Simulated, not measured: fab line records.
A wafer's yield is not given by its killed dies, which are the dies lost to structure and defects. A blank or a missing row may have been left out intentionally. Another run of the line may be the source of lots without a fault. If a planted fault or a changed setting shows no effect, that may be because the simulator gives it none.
A lot that was struck, set against a sound lot    flow n5Finfet    43 steps out of a route of 1938
Sound: the wafers L276.1, L276.2, L276.5. Wafers struck: L270.2, L270.3, L270.6. The cause comes at the end.
Per side, at each step with rows, come the tool, then ch with its chambers, and then its first start. Under that, the readings that differ: sound wafers    struck wafers    difference of the means    sigmas: that difference in standard deviations of wafers without a fault.
alike: words and numbers the same on both sides, and readings whose means are apart by under 2 such deviations; not compared: readings that were withheld, readings missing a value for some wafer, numbers with overlapping values and no deviation given by the record, and bounds like >300 which may hide the same value.
A row with sigmas, a row that says differs or no value, or rows on one side alone: a step with any of these is where the two part. When numbers do not overlap yet have no deviation, they are printed without sigmas and do not part them. A reading that every wafer of one side lacks parts them only if that side has two wafers or more.

first, 1 step without rows for these wafers: N5_HKMG_FIN_STRIP_56 (strips in N2/H2).
N5_HKMG_FIN_STRIP_57: strips in CF4.
  sound on rieDiel-05 ch 1,3, day 9 01:43; struck on rieDiel-01 ch 0,1,3, day 7 17:06
reading                   sound        struck       difference  sigmas
drypumpMotorCurrentA (A)  4.8 5.6 4.8  6.3 6.5 5.7  +1.1        +3
  alike: oesProductAu, rfVppV, showerheadPlenumPTorr, throttleValvePct
  not compared: rfHoursCounterH
N5_HKMG_FIN_ETCH_58: etches SOC in N2/H2, target depth 215.8 nm, time 741 s.
  sound on rieDiel-05 ch 1,3, day 9 01:44; struck on rieDiel-01 ch 0,1,3, day 7 17:07
reading                   sound        struck       difference  sigmas
drypumpMotorCurrentA (A)  4.7 5.7 4.8  6.3 6.6 5.7  +1.1        +3
  alike: biasW, chamberPressureMTorr, oesProductAu, rfVppV, showerheadPlenumPTorr, throttleValvePct
  not compared: rfHoursCounterH
N5_HKMG_FIN_STRIP_93: strips SOC in N2/H2, time 20 s.
  sound on rieDiel-05 ch 1,3, day 9 02:10; struck on rieDiel-01 ch 0,1,3, day 7 17:32
reading                   sound        struck       difference  sigmas
drypumpMotorCurrentA (A)  4.8 5.7 4.8  6.3 6.6 5.8  +1.1        +3
  alike: oesProductAu, rfVppV, showerheadPlenumPTorr, throttleValvePct
  not compared: rfHoursCounterH
then, 8 steps without rows for these wafers: N5_HKMG_FIN_WET_ETCH_76 (etches Al2O3 in dNH4OH, stops on La2O3, target depth 2.25 nm, rinse time 30 s); N5_HKMG_FIN_STRIP_60 (strips in N2/H2, time 360 s); N5_HKMG_FIN_WET_ETCH_77 (etches La2O3 in dHCl, stops on HfO2, target depth 2 nm); N5_HKMG_FIN_WET_ETCH_78 (etches Al2O3 in dNH4OH, stops on La2O3, target depth 4.5 nm, rinse time 30 s); N5_HKMG_FIN_ALD_79 (deposits TiN, target thk 1.5 nm, pulse time 1 s, purge time 3 s); N5_HKMG_FIN_CVD_62 (deposits a-Si from Si2H6, target thk 3 nm, time 20.8 s); N5_HKMG_FIN_RTA_80 (time 2 s); N5_HKMG_FIN_PRECLEAN_64 (cleans in dHF, time 30 s).
N5_HKMG_FIN_WET_ETCH_65: etches a-Si in TMAH, stops on TiN, time 49 s, target depth 3 nm.
  sound on wetBench-04 ch 2,3,4, day 9 03:31; struck on wetBench-04 ch 3,6,7, day 7 18:58
  no value came back on the struck wafers for bathGuardTempC (C), bathHeatDutyPct (%); on the sound wafers bathGuardTempC (C) reads 70.2 69.5 69.6
reading                                   sound        struck       difference  sigmas
model.a-Si_of_HKMG_FIN_CVD_62.thkNm (nm)  0 0 0        3.2 3.2 3    +3.1        
model.TiN_of_HKMG_FIN_ALD_79.thkNm (nm)   1.2 1.4 1.4  1.6 1.6 1.6  +0.3        
then, 3 steps without rows for these wafers: N5_HKMG_FIN_WET_ETCH_81 (etches TiN in SC1, stops on HfO2, time 57 s, target depth 6 nm); N5_HKMG_FIN_WET_ETCH_82 (etches La2O3 in dHCl, stops on HfO2, target depth 2 nm, rinse time 30 s); N5_HKMG_FIN_ALD_36 (deposits TiN, target thk 1 nm, pulse time 1 s, purge time 3 s).
N5_HKMG_FIN_THK_MEAS_70: measures by xrf.
  sound: filmMetro-01 at day 9 03:54; struck: filmMetro-01 at day 7 19:22
  alike: HK_THK
then, 9 steps without rows for these wafers: N5_HKMG_FIN_PWFM_ALD_03 (deposits TiN, target thk 2 nm, pulse time 1 s, purge time 3 s); N5_HKMG_FIN_COAT_29 (time 60 s, resist thk 300 nm); N5_HKMG_FIN_COAT_30 (time 60 s, resist thk 35 nm); N5_HKMG_FIN_COAT_06 (resist thk 90 nm); N5_HKMG_FIN_EBR_08; N5_HKMG_FIN_SOFTBAKE_07 (time 60 s); N5_HKMG_FIN_EXPOSE_09 (exposes mask NWFM); N5_HKMG_FIN_PEB_10 (peb time 60 s); N5_HKMG_FIN_DEVELOP_11 (develop time 30 s).
N5_HKMG_FIN_CD_MEAS_12: the cd target is 92.8 nm.
  sound on cdSem-02 ch 0, day 9 04:38; struck on cdSem-01 ch 0, day 7 20:14
reading    sound           struck          difference  sigmas
cdNm (nm)  94.3 94.6 94.1  92.8 91.8 92.6  -1.9        -2
N5_HKMG_FIN_OVL_MEAS_13:
  sound on overlay-02 ch 0, day 9 04:40; struck on overlay-01 ch 0, day 7 20:16
  alike: NWFM_OVL
N5_HKMG_FIN_INSPECT_14: inspects for defects (macro).
  sound: defectInspect-02 at day 9 04:42; struck: defectInspect-01 at day 7 20:17
  alike: rawDefectCount
then, 2 steps without rows for these wafers: N5_HKMG_FIN_DESCUM_17 (chemistry O2, time 7.9 s); N5_HKMG_FIN_ETCH_31 (etches SiARC in CF4, target depth 45.5 nm, time 75.8 s).
N5_HKMG_FIN_ETCH_32: etches SOC in N2/H2, target depth 240 nm, time 300 s.
  sound on rieDiel-01 ch 0,2,3, day 9 04:49; struck on rieDiel-05 ch 0,2,3, day 7 20:25
  alike: biasW, chamberPressureMTorr, drypumpMotorCurrentA, oesProductAu, rfVppV, showerheadPlenumPTorr, throttleValvePct
  not compared: rfHoursCounterH
then, 2 steps without rows for these wafers: N5_HKMG_FIN_STRIP_33 (strips in N2/H2); N5_HKMG_FIN_STRIP_34 (strips in CF4).
N5_HKMG_FIN_ETCH_35: etches SOC in N2/H2, target depth 215.8 nm, time 243.4 s.
  sound on rieDiel-01 ch 0,2,3, day 9 05:02; struck on rieDiel-05 ch 0,2,3, day 7 20:37
  alike: biasW, chamberPressureMTorr, drypumpMotorCurrentA, oesProductAu, rfVppV, showerheadPlenumPTorr, throttleValvePct
  not compared: rfHoursCounterH
then, 7 steps without rows for these wafers: N5_HKMG_FIN_STRIP_92 (strips SOC in N2/H2, time 20 s); N5_HKMG_FIN_WET_ETCH_18 (etches TiN in SC1, time 55 s, target depth 5.2 nm, rinse time 30 s); N5_HKMG_FIN_STRIP_19 (strips in N2/H2, time 360 s); N5_HKMG_FIN_ALD_91 (deposits TiN, target thk 1 nm, pulse time 1 s, purge time 3 s); N5_HKMG_FIN_COAT_85 (time 60 s, resist thk 300 nm); N5_HKMG_FIN_ETCH_86 (etches SOC in N2/H2, stops on TiN, target depth 393.2 nm); N5_HKMG_FIN_STRIP_89 (strips SOC in N2/H2, time 20 s).
-- record jumps: 5 days separate the struck wafers' starts on either side; left off in module HKMG_FIN, taken up again in module BEOL_M4, whose first shown step is the route's number 1111 --
N5_BEOL_M4_RC_MEAS_101:
  sound on prober-02 ch 0, day 13 18:38; struck on prober-01 ch 0, day 12 12:50
reading              sound                       struck                      difference  sigmas
DIBL_P (mV/V)        34.4 27.9 31.1              40.9 39.0 35.5              +7.3        +2
EOT_P                10.49 10.52 10.41           10.77 10.86 10.89           +0.37       +4
IGATE_P (nA/um)      0.0035 0.0034 0.0038        0.0008 0.0007 0.0006        -0.0029     -5
IOFF_N (nA/um)       0.13 0.06 0.09              0.00 0.00 0.00              -0.09       -2
IOFF_N_85C (nA/um)   2.6 1.4 1.9                 0.0 0.0 0.0                 -2.0        -3
IOFF_N_LIN (nA/um)   0.060 0.034 0.045           0.000 0.000 0.000           -0.046      -3
IOFF_N_LONG (nA/um)  5.4e-05 5.2e-05 5.3e-05     3.8e-05 3.7e-05 3.8e-05     -1.5e-05    -5
IOFF_P (nA/um)       0.18 0.12 0.14              5.80 4.95 3.75              +4.69       +96
IOFF_P_85C (nA/um)   3.3 2.3 2.6                 57.6 50.9 39.2              +46.5       +66
IOFF_P_LIN (nA/um)   0.090 0.067 0.075           2.573 2.305 1.864           +2.170      +99 or more
IOFF_P_LONG (nA/um)  0.000112 0.000108 0.000104  0.001133 0.001077 0.001095  +0.000994   +99 or more
ION_N (uA/um)        656 631 642                 153 150 148                 -493        -33
ION_P (uA/um)        455 444 453                 590 577 571                 +129        +15
SS_P (mV/dec)        72.7 70.5 72.2              74.2 74.3 72.6              +1.9        +2
VT_N (mV)            254 261 257                 499 501 508                 +245        +56
VT_N_LONG (mV)       278.6 278.0 273.8           519.3 525.4 521.5           +245.3      +99 or more
VT_N_LVT (mV)        106 114 111                 355 351 358                 +244        +52
VT_P (mV)            -252 -256 -252              -161 -164 -167              +89         +22
VT_P_LONG (mV)       -276.8 -274.9 -274.6        -202.3 -203.5 -201.7        +72.9       +26
VT_P_LVT (mV)        -103 -108 -106              -11 -14 -17                 +92         +24
  alike: DIBL_N, SS_N

WHERE THEY PART
At N5_HKMG_FIN_STRIP_57 first; at N5_BEOL_M4_RC_MEAS_101 last (within this record only).

WHY: whatever the simulator had introduced
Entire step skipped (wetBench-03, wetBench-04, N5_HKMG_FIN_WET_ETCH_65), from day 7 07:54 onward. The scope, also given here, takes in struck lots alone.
